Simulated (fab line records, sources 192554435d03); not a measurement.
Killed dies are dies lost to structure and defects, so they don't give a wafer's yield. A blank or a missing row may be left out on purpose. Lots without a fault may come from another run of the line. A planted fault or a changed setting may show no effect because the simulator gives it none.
A struck lot beside a sound one | flow n5_finfet | 15 steps out of a route of 1938
Sound: wafers L403.4, L403.5, L403.6. Struck: wafer L411.4. (L411.5 of the same lot was not struck and is left out.) The cause comes at the end.
At each step with rows: each side's tool, then ch and its chambers, then its first start. Under that, the readings that differ: sound wafers | struck wafers | difference of the means | sigmas: that difference in standard deviations of wafers without a fault.
alike: readings whose means differ by less than 2 such deviations, and words and numbers that are the same on both sides. not compared: withheld readings, readings that some wafer has no value for, bounds like >300 that may hide the same value, and numbers for which the record gives no deviation and whose values overlap.
The two part at a step that has a row with sigmas, a row that says differs or no value, or rows on one side only. Numbers that don't overlap but have no deviation are shown without sigmas and don't part them. A reading that every wafer of one side lacks parts them only if that side has two wafers or more.

first, 6 steps without rows for these wafers: N5_BEOL_M5_COAT_22 (resist thk 30 nm); N5_BEOL_M5_EBR_24; N5_BEOL_M5_SOFTBAKE_23 (time 60 s); N5_BEOL_M5_EXPOSE_25 (exposes mask V4, defocus 10 nm); N5_BEOL_M5_PEB_26 (peb time 60 s); N5_BEOL_M5_DEVELOP_27 (develop time 30 s).
N5_BEOL_M5_CD_MEAS_28: target cd 30.6 nm, target cd y 20 nm.
  sound on cd_sem-01 ch 0, day 9 06:50; struck on cd_sem-03 ch 0, day 11 11:46
  alike: cd_nm
N5_BEOL_M5_OVL_MEAS_29:
  sound on overlay-02 ch 0, day 9 06:52; struck on overlay-02 ch 0, day 11 11:49
  alike: V4_OVL
N5_BEOL_M5_INSPECT_30: inspects for defects (brightfield).
  sound on defect_inspect-02, day 9 06:55; struck on defect_inspect-02, day 11 11:51
  alike: raw_defect_count
N5_BEOL_M5_DESCUM_33: chemistry O2, time 7 s.
  sound on rie_diel-03 ch 0,1,3, day 9 07:12; struck on rie_diel-02 ch 3, day 11 12:05
  reading                | sound             | struck | difference                   | sigmas
  rf_hours_counter_h (h) | - - -             | 113    | no value on the sound wafers |
  throttle_valve_pct (%) | 20.71 20.62 20.55 | 19.94  | -0.69                        | -3
  alike: drypump_motor_current_A, oes_product_au, rf_vpp_V, showerhead_plenum_p_Torr
N5_BEOL_M5_ETCH_75: etches underlayer in N2/H2, target depth 6.5 nm, time 5.2 s.
  sound on rie_diel-03 ch 0,1,3, day 9 07:14; struck on rie_diel-02 ch 3, day 11 12:07
  reading                | sound | struck | difference                   | sigmas
  rf_hours_counter_h (h) | - - - | 113    | no value on the sound wafers |
  alike: drypump_motor_current_A, etch_rf_on_time_s, h2_flow_sccm, oes_product_au, rf_vpp_V, showerhead_plenum_p_Torr, throttle_valve_pct
N5_BEOL_M5_ETCH_67: etches SiARC in CF4, target depth 15.6 nm, time 26 s.
  sound on rie_diel-03 ch 0,1,3, day 9 07:15; struck on rie_diel-02 ch 3, day 11 12:08
  reading                | sound             | struck | difference                   | sigmas
  rf_hours_counter_h (h) | - - -             | 113    | no value on the sound wafers |
  throttle_valve_pct (%) | 15.67 16.00 15.66 | 15.19  | -0.59                        | -2
  alike: drypump_motor_current_A, etch_rf_on_time_s, oes_product_au, rf_vpp_V, showerhead_plenum_p_Torr
N5_BEOL_M5_ETCH_68: etches SOC in N2/H2, target depth 80 nm, overetch 16 nm, time 120 s.
  sound on rie_diel-03 ch 0,1,3, day 9 07:19; struck on rie_diel-02 ch 3, day 11 12:10
  reading                                    | sound             | struck | difference                   | sigmas
  rf_hours_counter_h (h)                     | - - -             | 113    | no value on the sound wafers |
  run_length_s (s)                           | 143.7 143.1 143.2 | 156.0  | +12.7                        | +32
  model.SiARC_of_BEOL_M5_COAT_66.thk_nm (nm) | 6.6 6.4 6.4       | 5.8    | -0.7                         |
  alike: drypump_motor_current_A, h2_flow_sccm, oes_product_au, rf_vpp_V, showerhead_plenum_p_Torr, throttle_valve_pct
then, 1 step without rows for these wafers: N5_BEOL_M5_STRIP_69 (strips in N2/H2).
-- the record jumps here: 4 days lie between the struck wafers' starts before and after (it left off in module BEOL_M5 and takes up again in module PASSIVATION, whose first step shown is number 1936 of the route) --
N5_PASSIVATION_PROBE_49:
  the record has rows for the struck wafers here (prober-02, day 15 12:04) and none for the sound ones

WHERE THEY PART
First at N5_BEOL_M5_DESCUM_33; last, within this record, at N5_PASSIVATION_PROBE_49.

WHY: what the simulator had put in
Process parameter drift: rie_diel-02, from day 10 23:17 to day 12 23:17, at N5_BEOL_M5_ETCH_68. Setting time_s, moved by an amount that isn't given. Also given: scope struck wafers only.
